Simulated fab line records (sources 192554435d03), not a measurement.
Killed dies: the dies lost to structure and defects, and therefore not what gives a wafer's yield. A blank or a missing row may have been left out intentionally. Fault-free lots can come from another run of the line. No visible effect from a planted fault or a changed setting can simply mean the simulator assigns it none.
2 desks looking at one fault :: flow n5-finfet :: each desk holds nothing but its own numbers, with what lay behind them at the end

## THE METROLOGY DESK
Lot by lot, what the gauges showed, no matter which tool ran the lot: averages of those sampled wafers that carry a number. If a lot's mean is further than 4 standard deviations from the usual mean, the lot is out of limits and carries the mark OUT (the distance appears in the brackets).
Columns: A = M5_ILD_THK at N5_BEOL_M5_THK_MEAS_01, usual 120.6 nm; B = M5_OVL at N5_BEOL_M5_OVL_MEAS_12, usual 0.0 nm
lot: L296
first seen here: day 8 00:35
A: 120.6
B: 0.0

lot: L297
first seen here: day 8 07:36
A: 120.9
B: 0.1

lot: L299
first seen here: day 9 02:56
A: 122.3
B: -0.8

lot: L300
first seen here: day 9 05:22
A: 121.1
B: -0.8

lot: L303
first seen here: day 10 01:33
A: 119.5
B: -0.5

lot: L306
first seen here: day 10 04:26
A: 122.9
B: 1.3

lot: L305
first seen here: day 10 19:25
A: 122.0
B: 0.2

lot: L312
first seen here: day 12 00:41
A: 119.2
B: 7.1 (+10) OUT

lot: L311
first seen here: day 12 00:56
A: 119.3
B: 7.4 (+11) OUT

lot: L315
first seen here: day 13 02:30
A: 122.2
B: 0.2
This desk finds L311, L312 out of limits, with the earliest case on L312 at day 12 02:20 (M5_OVL at N5_BEOL_M5_OVL_MEAS_12). L296, L297, L299, L300, L303, L306, L305, L315: within limits.

## AT THE TOOL OWNER'S DESK: euv-scanner-01
The tool's own readings at N5_BEOL_M5_EXPOSE_08 (exposes mask M5, target cd 28 nm): means of the sampled wafers that have a number, for each lot that ran on this tool. If a lot's mean is further than 4 standard deviations from the usual mean, the lot is out of limits and carries the mark OUT (the distance appears in the brackets).
Columns: A = focus-offset-nm at N5_BEOL_M5_EXPOSE_08, usual 0.0 nm
lot: L296
first seen here: day 8 03:15
A: 0.2

lot: L297
first seen here: day 8 10:52
A: -0.1

lot: L299
first seen here: day 9 03:54
A: -0.1

lot: L300
first seen here: day 9 06:38
A: -0.6

lot: L305
first seen here: day 10 22:09
A: -0.3

lot: L312
first seen here: day 12 02:10
A: -0.3

lot: L311
first seen here: day 12 02:16
A: -0.1
Finding of this desk: none of the 7 lots has anything out of limits.

## PUT TOGETHER
On L311, L312, the metrology desk was in a position to raise an alarm at day 12 02:20.
The tool owner's desk saw nothing out of limits.
On record at the tool owner's desk: L311, L312, within its limits.
N5_BEOL_M5_EXPOSE_08 was run on euv-scanner-01 by each of the lots named.

## WHAT WAS PUT IN BY THE SIMULATOR
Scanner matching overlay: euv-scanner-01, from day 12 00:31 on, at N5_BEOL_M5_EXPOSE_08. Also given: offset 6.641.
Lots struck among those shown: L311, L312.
Time in hours between the start of the fault and the first out-of-limits reading at each desk: metrology desk, 2.
